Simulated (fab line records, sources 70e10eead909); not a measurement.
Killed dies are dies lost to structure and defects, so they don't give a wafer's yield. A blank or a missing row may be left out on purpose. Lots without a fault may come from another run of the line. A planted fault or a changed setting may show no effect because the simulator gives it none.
Problem report in the 8D (eight disciplines) form, filled by code | flow nand_harc | the parts of the form that need people (team, actions taken, sign-off) are left out

1. THE PROBLEM
raw_defect_count at NHARC_A_CHANNEL_HOLE_D1_INSPECT_40 reads a mean of 854 on 6 wafers of 2 lots; wafers without a fault read 72 with a standard deviation of 26. That is +30 standard deviations from the usual mean.
First seen on wafer L405.2, day 14 18:28, on defect_inspect-02. The record holds 30 wafers of 10 lots with a number at this step. Rule for "out", or "out of limits": more than 4 standard deviations from the usual mean. The other wafers with a number count as sound.

2. WHAT IT IS AND WHAT IT IS NOT
question                    | is                     | is not
which readings at this step | raw_defect_count       | -
which lots                  | L405, L407             | L391, L394, L395, L398, L399, L410, L412, L413
which wafers of those lots  | all that have a number | -
read on which gauges        | defect_inspect-02      | defect_inspect-01
when                        | from day 14 18:28      | up to then (15 sound wafers); but 9 sound wafers of L410, L412, L413 came after

3. SUSPECTS, AND WHAT RULES EACH OUT
Counting: a tool at a process step up to the reading stays a suspect if it ran every lot that is out and no sound lot after the first of them.
- the gauge at NHARC_A_CHANNEL_HOLE_D1_INSPECT_40: kept. All the wafers that are out were read on defect_inspect-02, and no step on other tools shows them out.
- har_etch-01 at NHARC_A_CHANNEL_HOLE_D1_ETCH_24 (etches the open film in C4F8/O2/Ar, time 906.2 s, target depth 1500 nm): ruled out as a lasting fault. Sound lots L412 ran on it after its first lot that is out, L405 (day 14 14:44).
Left after counting: defect_inspect-02 at NHARC_A_CHANNEL_HOLE_D1_INSPECT_40.

4. THE CAUSE (what the simulator had put in)
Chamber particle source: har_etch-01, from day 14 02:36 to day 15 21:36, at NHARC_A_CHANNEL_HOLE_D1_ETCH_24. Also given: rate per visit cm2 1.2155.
Counting ruled it out, wrongly: the rule takes a fault to strike every lot that its tool runs from its start on, and this one did not.

5. THE CHAIN OF EFFECTS, in route order
Each row: a reading whose mean over the struck wafers that have a number lies more than 3 standard deviations from the usual. Only readings for which the record gives a usual standard deviation are gone through. hours: the time from each lot's start at the first step in this table that gives one to its start at this step, as a median over the lots. sigmas: the change in usual standard deviations.
hours | step                               | reading          | usual | on struck wafers | change | sigmas
0     | NHARC_A_CHANNEL_HOLE_D1_INSPECT_40 | raw_defect_count | 72    | 854              | +782   | +30
Later measuring or inspecting steps at which every struck wafer that the step has a row for has a number for every such reading, and none has moved that far: NHARC_END_SORT_01.

6. WHAT WOULD HAVE CAUGHT IT SOONER
In this record the first reading out of limits at a measuring or inspecting step was taken at day 14 18:28, 16 hours after the fault began at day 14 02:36.
Of the tool readings at NHARC_A_CHANNEL_HOLE_D1_ETCH_24 for which the record gives a usual standard deviation, none was out on any struck wafer, so an alarm limit of 4 standard deviations on them would not have fired.
